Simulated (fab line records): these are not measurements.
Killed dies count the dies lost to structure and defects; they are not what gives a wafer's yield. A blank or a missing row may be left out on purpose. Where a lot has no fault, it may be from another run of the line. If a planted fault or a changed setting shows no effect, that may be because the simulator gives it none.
What tool caused it? :: flow n5 finfet :: 9 lots with 26 wafers sampled at 5 steps, on a route of 1938 steps

WHAT EACH GAUGE READ, for each wafer
N5_BEOL_M4_RC_MEAS_101.
lot: L410
measured: day 9 01:16
on: prober-02
DIBL_N (mV/V): 36.5 36.5 34.9
DIBL_P (mV/V): 36.2 36.3 33.7
IOFF_N (nA/um): 0.161 0.161 0.131
IOFF_P (nA/um): 0.177 0.175 0.148
ION_N (uA/um): 674 688 659
ION_P (uA/um): 462 460 453
SS_N (mV/dec): 70.6 71.0 70.3
SS_P (mV/dec): 73.1 73.1 72.7
VT_N (mV): 248.3 249.3 254.6
VT_P (mV): -256 -255 -258

lot: L413
measured: day 10 08:19
on: prober-01
DIBL_N (mV/V): 35.8 36.5 36.6
DIBL_P (mV/V): 35.8 37.8 37.3
IOFF_N (nA/um): 0.138 0.158 0.155
IOFF_P (nA/um): 0.190 0.219 0.197
ION_N (uA/um): 671 678 674
ION_P (uA/um): 462 464 463
SS_N (mV/dec): 71.0 70.8 70.9
SS_P (mV/dec): 73.5 73.9 72.4
VT_N (mV): 252.2 248.2 248.5
VT_P (mV): -252 -252 -253

lot: L419
measured: day 11 05:14
on: prober-01
DIBL_N (mV/V): 36.7 35.7 38.2
DIBL_P (mV/V): 35.7 33.7 38.3
IOFF_N (nA/um): 0.153 0.143 0.195
IOFF_P (nA/um): 0.236 0.199 0.275
ION_N (uA/um): 683 683 688
ION_P (uA/um): 475 467 480
SS_N (mV/dec): 71.3 71.4 71.7
SS_P (mV/dec): 72.6 72.7 73.3
VT_N (mV): 246.7 246.6 245.8
VT_P (mV): -247 -253 -246

lot: L423
measured: day 12 06:56
on: prober-01
DIBL_N (mV/V): 36.2 37.5
DIBL_P (mV/V): 35.4 37.1
IOFF_N (nA/um): 0.149 0.177
IOFF_P (nA/um): 0.191 0.219
ION_N (uA/um): 677 695
ION_P (uA/um): 461 466
SS_N (mV/dec): 70.7 71.7
SS_P (mV/dec): 73.2 73.8
VT_N (mV): 248.8 251.3
VT_P (mV): -249 -248

lot: L425
measured: day 12 14:08
on: prober-02
DIBL_N (mV/V): 35.7 34.5 37.8
DIBL_P (mV/V): 36.9 35.6 39.1
IOFF_N (nA/um): 0.147 0.123 0.188
IOFF_P (nA/um): 0.177 0.160 0.206
ION_N (uA/um): 676 658 668
ION_P (uA/um): 460 450 453
SS_N (mV/dec): 71.2 70.6 71.7
SS_P (mV/dec): 73.3 73.3 73.9
VT_N (mV): 253.7 254.6 247.8
VT_P (mV): -254 -257 -254

lot: L427
measured: day 13 11:52
on: prober-02
DIBL_N (mV/V): 37.6 38.0 36.0
DIBL_P (mV/V): 36.6 37.1 34.8
IOFF_N (nA/um): 0.173 0.187 0.149
IOFF_P (nA/um): 0.171 0.183 0.158
ION_N (uA/um): 673 680 673
ION_P (uA/um): 447 453 451
SS_N (mV/dec): 71.0 72.1 71.1
SS_P (mV/dec): 73.9 73.8 73.6
VT_N (mV): 248.9 248.6 251.8
VT_P (mV): -255 -259 -258

lot: L430
measured: day 14 04:37
on: prober-02
DIBL_N (mV/V): 36.3 35.4 35.3
DIBL_P (mV/V): 37.4 36.6 36.5
IOFF_N (nA/um): 0.169 0.160 0.150
IOFF_P (nA/um): 0.221 0.210 0.212
ION_N (uA/um): 673 678 672
ION_P (uA/um): 466 466 466
SS_N (mV/dec): 71.8 72.1 72.1
SS_P (mV/dec): 73.9 73.6 73.2
VT_N (mV): 249.2 249.0 253.6
VT_P (mV): -247 -251 -251

lot: L431
measured: day 15 03:05
on: prober-02
DIBL_N (mV/V): 35.1 35.8 36.7
DIBL_P (mV/V): 35.8 37.0 37.9
IOFF_N (nA/um): 0.150 0.165 0.179
IOFF_P (nA/um): 0.162 0.175 0.186
ION_N (uA/um): 672 675 685
ION_P (uA/um): 450 447 456
SS_N (mV/dec): 71.7 71.1 71.0
SS_P (mV/dec): 73.1 73.6 74.1
VT_N (mV): 249.1 247.9 247.0
VT_P (mV): -257 -255 -256

lot: L433
measured: day 15 13:02
on: prober-02
DIBL_N (mV/V): 35.9 36.3 37.0
DIBL_P (mV/V): 36.9 37.3 38.6
IOFF_N (nA/um): 0.140 0.143 0.157
IOFF_P (nA/um): 0.171 0.179 0.190
ION_N (uA/um): 673 675 675
ION_P (uA/um): 455 460 461
SS_N (mV/dec): 70.7 71.4 71.6
SS_P (mV/dec): 72.8 72.9 72.7
VT_N (mV): 255.4 252.2 250.8
VT_P (mV): -252 -253 -252

EACH LOT AND THE TOOL THAT RAN IT (in order: tool; ch and the chambers of the sampled wafers; start)
lot: L410
N5_BEOL_M2_ETCH_63: rie diel-04 ch 0,1,3, day 6 15:40
N5_BEOL_M2_DESCUM_33: rie diel-04 ch 0,3, day 6 16:51
N5_BEOL_M2_ETCH_69: rie diel-04 ch 0,3, day 6 16:54
N5_BEOL_M2_STRIP_36: rie diel-03 ch 1,2,3, day 7 06:55

lot: L413
N5_BEOL_M2_ETCH_63: rie diel-03 ch 1,3, day 7 07:57
N5_BEOL_M2_DESCUM_33: rie diel-03 ch 0,1, day 7 08:55
N5_BEOL_M2_ETCH_69: rie diel-03 ch 0,1, day 7 08:58
N5_BEOL_M2_STRIP_36: rie diel-04 ch 0,1,2, day 8 03:28

lot: L419
N5_BEOL_M2_ETCH_63: rie diel-01 ch 1,3, day 8 22:08
N5_BEOL_M2_DESCUM_33: rie diel-04 ch 0,1, day 8 23:08
N5_BEOL_M2_ETCH_69: rie diel-04 ch 0,1, day 8 23:11
N5_BEOL_M2_STRIP_36: rie diel-04 ch 1,2, day 9 09:04

lot: L423
N5_BEOL_M2_ETCH_63: rie diel-03 ch 0, day 10 03:46
N5_BEOL_M2_DESCUM_33: rie diel-04 ch 1,3, day 10 04:41
N5_BEOL_M2_ETCH_69: rie diel-04 ch 1,3, day 10 04:44
N5_BEOL_M2_STRIP_36: rie diel-01 ch 1,2, day 10 10:13

lot: L425
N5_BEOL_M2_ETCH_63: rie diel-01 ch 0,2, day 10 07:41
N5_BEOL_M2_DESCUM_33: rie diel-01 ch 0,2, day 10 08:31
N5_BEOL_M2_ETCH_69: rie diel-01 ch 0,2, day 10 08:34
N5_BEOL_M2_STRIP_36: rie diel-04 ch 1,2,3, day 10 19:31

lot: L427
N5_BEOL_M2_ETCH_63: rie diel-04 ch 0,2,3, day 11 02:41
N5_BEOL_M2_DESCUM_33: rie diel-04 ch 0,2,3, day 11 03:31
N5_BEOL_M2_ETCH_69: rie diel-04 ch 0,2,3, day 11 03:34
N5_BEOL_M2_STRIP_36: rie diel-04 ch 0,1,2, day 11 06:03

lot: L430
N5_BEOL_M2_ETCH_63: rie diel-04 ch 0,1, day 12 01:32
N5_BEOL_M2_DESCUM_33: rie diel-03 ch 1,2,3, day 12 02:38
N5_BEOL_M2_ETCH_69: rie diel-03 ch 1,2,3, day 12 02:41
N5_BEOL_M2_STRIP_36: rie diel-01 ch 0,1, day 12 10:09

lot: L431
N5_BEOL_M2_ETCH_63: rie diel-03 ch 0,2,3, day 12 12:07
N5_BEOL_M2_DESCUM_33: rie diel-01 ch 0,1,2, day 12 12:56
N5_BEOL_M2_ETCH_69: rie diel-01 ch 0,1,2, day 12 12:59
N5_BEOL_M2_STRIP_36: rie diel-04 ch 0,3, day 13 03:37

lot: L433
N5_BEOL_M2_ETCH_63: rie diel-03 ch 0,1,2, day 13 08:18
N5_BEOL_M2_DESCUM_33: rie diel-01 ch 0,2,3, day 13 09:08
N5_BEOL_M2_ETCH_69: rie diel-01 ch 0,2,3, day 13 09:11
N5_BEOL_M2_STRIP_36: rie diel-01 ch 0,1,2, day 13 21:50
- N5_BEOL_M2_ETCH_63: etches SiARC in CF4, target depth 15.6 nm, time 26 s.
- N5_BEOL_M2_DESCUM_33: chemistry O2, time 7 s.
- N5_BEOL_M2_ETCH_69: etches SiARC in CF4, target depth 15.6 nm, time 26 s.
- N5_BEOL_M2_STRIP_36: strips in N2/H2.

WHAT THE TOOLS THEMSELVES READ (means of the sampled wafers that have a number; where no wafer has one, the mark that the record gives instead)
N5_BEOL_M2_ETCH_63.
lot: L410
tool: rie diel-04
drypump motor current A (A): 5.5
etch rf on time s (s): 26.1
oes product au (a.u.): 0.72
rf vpp V (V): 183.5
showerhead plenum p Torr (Torr): 2.13
throttle valve pct (%): 15.51

lot: L413
tool: rie diel-03
drypump motor current A (A): 5.9
etch rf on time s (s): 25.7
oes product au (a.u.): 0.71
rf vpp V (V): 184.8
showerhead plenum p Torr (Torr): 2.24
throttle valve pct (%): 15.63

lot: L419
tool: rie diel-01
drypump motor current A (A): 5.9
etch rf on time s (s): 25.7
oes product au (a.u.): 0.76
rf vpp V (V): 182.9
showerhead plenum p Torr (Torr): 2.16
throttle valve pct (%): 15.53

lot: L423
tool: rie diel-03
drypump motor current A (A): 5.5
etch rf on time s (s): 25.8
oes product au (a.u.): 0.81
rf vpp V (V): 184.3
showerhead plenum p Torr (Torr): 2.10
throttle valve pct (%): 15.27

lot: L425
tool: rie diel-01
drypump motor current A (A): 5.4
etch rf on time s (s): 25.8
oes product au (a.u.): 0.73
rf vpp V (V): 185.3
showerhead plenum p Torr (Torr): 2.23
throttle valve pct (%): 15.46

lot: L427
tool: rie diel-04
drypump motor current A (A): 5.8
etch rf on time s (s): 25.8
oes product au (a.u.): 0.73
rf vpp V (V): 183.9
showerhead plenum p Torr (Torr): 2.17
throttle valve pct (%): 15.49

lot: L430
tool: rie diel-04
drypump motor current A (A): 5.1
etch rf on time s (s): 26.2
oes product au (a.u.): 0.71
rf vpp V (V): 184.1
showerhead plenum p Torr (Torr): 2.20
throttle valve pct (%): 15.34

lot: L431
tool: rie diel-03
drypump motor current A (A): 5.2
etch rf on time s (s): 26.1
oes product au (a.u.): 0.66
rf vpp V (V): 183.8
showerhead plenum p Torr (Torr): 2.11
throttle valve pct (%): 15.71

lot: L433
tool: rie diel-03
drypump motor current A (A): 5.8
etch rf on time s (s): 25.9
oes product au (a.u.): 0.68
rf vpp V (V): 182.8
showerhead plenum p Torr (Torr): 2.12
throttle valve pct (%): 15.58

N5_BEOL_M2_DESCUM_33.
lot: L410
tool: rie diel-04
drypump motor current A (A): 5.6
oes product au (a.u.): 0.84
rf vpp V (V): 242.3
showerhead plenum p Torr (Torr): 2.02
throttle valve pct (%): 20.40

lot: L413
tool: rie diel-03
drypump motor current A (A): 5.8
oes product au (a.u.): 0.75
rf vpp V (V): 243.5
showerhead plenum p Torr (Torr): 2.11
throttle valve pct (%): 20.36

lot: L419
tool: rie diel-04
drypump motor current A (A): 5.1
oes product au (a.u.): 0.89
rf vpp V (V): 244.7
showerhead plenum p Torr (Torr): 2.17
throttle valve pct (%): 20.18

lot: L423
tool: rie diel-04
drypump motor current A (A): 5.5
oes product au (a.u.): 0.93
rf vpp V (V): 245.2
showerhead plenum p Torr (Torr): 2.22
throttle valve pct (%): 20.23

lot: L425
tool: rie diel-01
drypump motor current A (A): 5.4
oes product au (a.u.): 0.86
rf vpp V (V): 244.9
showerhead plenum p Torr (Torr): 2.19
throttle valve pct (%): 20.32

lot: L427
tool: rie diel-04
drypump motor current A (A): 5.8
oes product au (a.u.): 0.86
rf vpp V (V): 243.5
showerhead plenum p Torr (Torr): 2.12
throttle valve pct (%): 20.32

lot: L430
tool: rie diel-03
drypump motor current A (A): 5.5
oes product au (a.u.): 0.75
rf vpp V (V): 242.9
showerhead plenum p Torr (Torr): 2.11
throttle valve pct (%): 20.57

lot: L431
tool: rie diel-01
drypump motor current A (A): 5.4
oes product au (a.u.): 0.83
rf vpp V (V): 243.9
showerhead plenum p Torr (Torr): 2.18
throttle valve pct (%): 20.36

lot: L433
tool: rie diel-01
drypump motor current A (A): 5.8
oes product au (a.u.): 0.82
rf vpp V (V): 244.2
showerhead plenum p Torr (Torr): 2.12
throttle valve pct (%): 20.43

N5_BEOL_M2_ETCH_69.
lot: L410
tool: rie diel-04
drypump motor current A (A): 5.5
etch rf on time s (s): 26.4
oes product au (a.u.): 0.72
rf vpp V (V): 183.5
showerhead plenum p Torr (Torr): 2.08
throttle valve pct (%): 15.59

lot: L413
tool: rie diel-03
drypump motor current A (A): 5.8
etch rf on time s (s): 25.8
oes product au (a.u.): 0.64
rf vpp V (V): 184.7
showerhead plenum p Torr (Torr): 2.16
throttle valve pct (%): 15.63

lot: L419
tool: rie diel-04
drypump motor current A (A): 5.2
etch rf on time s (s): 26.1
oes product au (a.u.): 0.75
rf vpp V (V): 184.9
showerhead plenum p Torr (Torr): 2.21
throttle valve pct (%): 15.29

lot: L423
tool: rie diel-04
drypump motor current A (A): 5.6
etch rf on time s (s): 30.5
oes product au (a.u.): 0.72
rf vpp V (V): 185.7
showerhead plenum p Torr (Torr): 2.27
throttle valve pct (%): 15.39

lot: L425
tool: rie diel-01
drypump motor current A (A): 5.5
etch rf on time s (s): 25.8
oes product au (a.u.): 0.73
rf vpp V (V): 185.4
showerhead plenum p Torr (Torr): 2.23
throttle valve pct (%): 15.46

lot: L427
tool: rie diel-04
drypump motor current A (A): 5.8
etch rf on time s (s): 29.0
oes product au (a.u.): 0.69
rf vpp V (V): 184.4
showerhead plenum p Torr (Torr): 2.17
throttle valve pct (%): 15.48

lot: L430
tool: rie diel-03
drypump motor current A (A): 5.6
etch rf on time s (s): 25.7
oes product au (a.u.): 0.64
rf vpp V (V): 183.7
showerhead plenum p Torr (Torr): 2.16
throttle valve pct (%): 15.79

lot: L431
tool: rie diel-01
drypump motor current A (A): 5.4
etch rf on time s (s): 25.9
oes product au (a.u.): 0.70
rf vpp V (V): 185.7
showerhead plenum p Torr (Torr): 2.22
throttle valve pct (%): 15.53

lot: L433
tool: rie diel-01
drypump motor current A (A): 5.8
etch rf on time s (s): 25.4
oes product au (a.u.): 0.70
rf vpp V (V): 185.1
showerhead plenum p Torr (Torr): 2.17
throttle valve pct (%): 15.55

N5_BEOL_M2_STRIP_36.
lot: L410
tool: rie diel-03
drypump motor current A (A): 5.5
oes product au (a.u.): 0.78
rf vpp V (V): 59.5
showerhead plenum p Torr (Torr): 2.58
throttle valve pct (%): 23.89

lot: L413
tool: rie diel-04
drypump motor current A (A): 5.5
oes product au (a.u.): 0.87
rf vpp V (V): 58.6
showerhead plenum p Torr (Torr): 2.59
throttle valve pct (%): 23.50

lot: L419
tool: rie diel-04
drypump motor current A (A): 5.8
oes product au (a.u.): 0.82
rf vpp V (V): 59.8
showerhead plenum p Torr (Torr): 2.60
throttle valve pct (%): 23.44

lot: L423
tool: rie diel-01
drypump motor current A (A): 5.2
oes product au (a.u.): 0.86
rf vpp V (V): 58.4
showerhead plenum p Torr (Torr): 2.70
throttle valve pct (%): 23.55

lot: L425
tool: rie diel-04
drypump motor current A (A): 5.7
oes product au (a.u.): 0.86
rf vpp V (V): 60.5
showerhead plenum p Torr (Torr): 2.65
throttle valve pct (%): 23.50

lot: L427
tool: rie diel-04
drypump motor current A (A): 5.5
oes product au (a.u.): 0.82
rf vpp V (V): 58.7
showerhead plenum p Torr (Torr): 2.57
throttle valve pct (%): 23.56

lot: L430
tool: rie diel-01
drypump motor current A (A): 5.3
oes product au (a.u.): 0.83
rf vpp V (V): 59.9
showerhead plenum p Torr (Torr): 2.64
throttle valve pct (%): 23.54

lot: L431
tool: rie diel-04
drypump motor current A (A): 5.6
oes product au (a.u.): 0.86
rf vpp V (V): 58.1
showerhead plenum p Torr (Torr): 2.55
throttle valve pct (%): 23.62

lot: L433
tool: rie diel-01
drypump motor current A (A): 5.4
oes product au (a.u.): 0.81
rf vpp V (V): 59.6
showerhead plenum p Torr (Torr): 2.63
throttle valve pct (%): 23.53

THE ANSWER, worked out from the rows above alone
Rule: what is usual is taken from the lots themselves. Put in order of their means at a reading, lots are off if they are a third of the lots or fewer, leave a main group of 4 or more, and stand apart from it by a gap of 3 or more times the standard deviation of the main group's means; of several such gaps the widest counts. The tables above print the reading to a certain number of digits; a main group whose means all agree to those digits is not used. Also off: a lot with no number at a reading for which 4 or more lots have one. The other lots that the step has rows for count as sound. Order of review: gauges by route order, followed by the tools' own readings, for which a lot's mean as printed above is used. The first step at which some lot is off is used, and at that step the reading that is off furthest; a lot without a number counts as furthest.
Off, at N5_BEOL_M2_ETCH_69 on etch rf on time s: L423, L427. Mean 25.9 s and standard deviation 0.29 in the main group.
If a tool, at that step or one of the process steps before it, ran each lot that is off and ran no sound lot following the first of them, it fits. One fits: N5_BEOL_M2_DESCUM_33 and N5_BEOL_M2_ETCH_69 on rie diel-04. At N5_BEOL_M2_DESCUM_33 its last sound lot is L419 (day 8 23:08), its first lot that is off L423 (day 10 04:41): a fault that began between those two fits.

WHAT THE SIMULATOR HAD PUT IN
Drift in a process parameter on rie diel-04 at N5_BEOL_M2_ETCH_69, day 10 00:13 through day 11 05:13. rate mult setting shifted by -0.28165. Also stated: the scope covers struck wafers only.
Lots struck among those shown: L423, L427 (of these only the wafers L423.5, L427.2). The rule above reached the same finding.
